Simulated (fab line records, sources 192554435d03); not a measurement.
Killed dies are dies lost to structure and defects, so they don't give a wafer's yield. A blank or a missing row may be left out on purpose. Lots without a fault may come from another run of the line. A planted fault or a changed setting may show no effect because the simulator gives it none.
Chamber matching | flow n5_finfet | N5_BEOL_M10_VIA_ETCH_34 on rie_diel-03: 4 sister chambers
The step etches SiCOH lowk in C4F6/O2, target depth 184.5 nm, time 69.2 s. 22 wafers are shown with their chamber, then 11 later ones without.

WAFERS WITH THEIR CHAMBER
wafer  | chamber | showerhead_plenum_p_Torr (Torr) | rf_vpp_V (V) | throttle_valve_pct (%)
L075.1 | 2       | 2.74                            | 651          | 21.06
L075.2 | 1       | 3.02                            | 663          | 20.59
L075.6 | 3       | 2.97                            | 651          | 20.68
L076.1 | 1       | 3.02                            | 664          | 20.63
L076.3 | 3       | 2.97                            | 652          | 20.69
L076.6 | 0       | 2.73                            | 687          | 20.91
L080.2 | 3       | 2.97                            | 652          | 20.69
L080.5 | 3       | 2.97                            | 651          | 20.69
L080.6 | 0       | 2.73                            | 684          | 20.91
L077.1 | 2       | 2.74                            | 653          | 21.06
L077.4 | 0       | 2.73                            | 687          | 20.93
L077.5 | 1       | 3.01                            | 663          | 20.63
L078.1 | 0       | 2.73                            | 687          | 20.91
L078.3 | 3       | 2.96                            | 651          | 20.69
L078.5 | 3       | 2.97                            | 650          | 20.71
L081.1 | 0       | 2.73                            | 688          | 20.95
L081.3 | 1       | 3.01                            | 662          | 20.62
L081.6 | 0       | 2.73                            | 686          | 20.92
L082.2 | 3       | 2.96                            | 652          | 20.72
L082.4 | 2       | 2.73                            | 653          | 21.08
L082.5 | 1       | 3.01                            | 663          | 20.63
L087.1 | 3       | 2.95                            | 652          | 20.74

SIGNATURES (means of the wafers above)
reading                  | chamber 0 | chamber 1 | chamber 2 | chamber 3 | scatter within a chamber
showerhead_plenum_p_Torr | 2.7300    | 3.0140    | 2.7367    | 2.9650    | 0.00571
rf_vpp_V                 | 686.50    | 663.00    | 652.33    | 651.38    | 1
throttle_valve_pct       | 20.9217   | 20.6200   | 21.0667   | 20.7013   | 0.0177
Rule: a wafer's distance from a chamber is the root of the sum, over the readings, of the square of ((its reading less the chamber's mean) divided by the reading's scatter). The wafer belongs to the nearest chamber; if the next one is less than 2 further off, it can't be placed. The scatter: the root of (the sum of the squares of (reading less its chamber's mean) over the shown wafers, divided by (wafers less chambers)).

WAFERS WITHOUT THEIR CHAMBER
wafer  | showerhead_plenum_p_Torr (Torr) | rf_vpp_V (V) | throttle_valve_pct (%)
L087.5 | 3.00                            | 662          | 20.66
L087.6 | 2.72                            | 686          | 20.95
L091.1 | 3.00                            | 663          | 20.66
L091.2 | 2.95                            | 649          | 20.74
L091.4 | 2.72                            | 685          | 20.97
L090.4 | 3.00                            | 663          | 20.66
L090.5 | 2.72                            | 653          | 21.12
L090.6 | 3.00                            | 662          | 20.67
L094.1 | 3.00                            | 663          | 20.69
L094.2 | 2.95                            | 651          | 20.76
L094.3 | 2.72                            | 652          | 21.11

WHICH CHAMBER EACH WENT THROUGH
wafer  | from the rows above | in truth
L087.5 | 1                   | 1
L087.6 | 0                   | 0
L091.1 | 1                   | 1
L091.2 | 3                   | 3
L091.4 | 0                   | 0
L090.4 | 1                   | 1
L090.5 | 2                   | 2
L090.6 | 1                   | 1
L094.1 | 1                   | 1
L094.2 | 3                   | 3
L094.3 | 2                   | 2
Placed correctly: 11 of 11. Can't be placed from these rows: 0. Placed wrongly: 0.
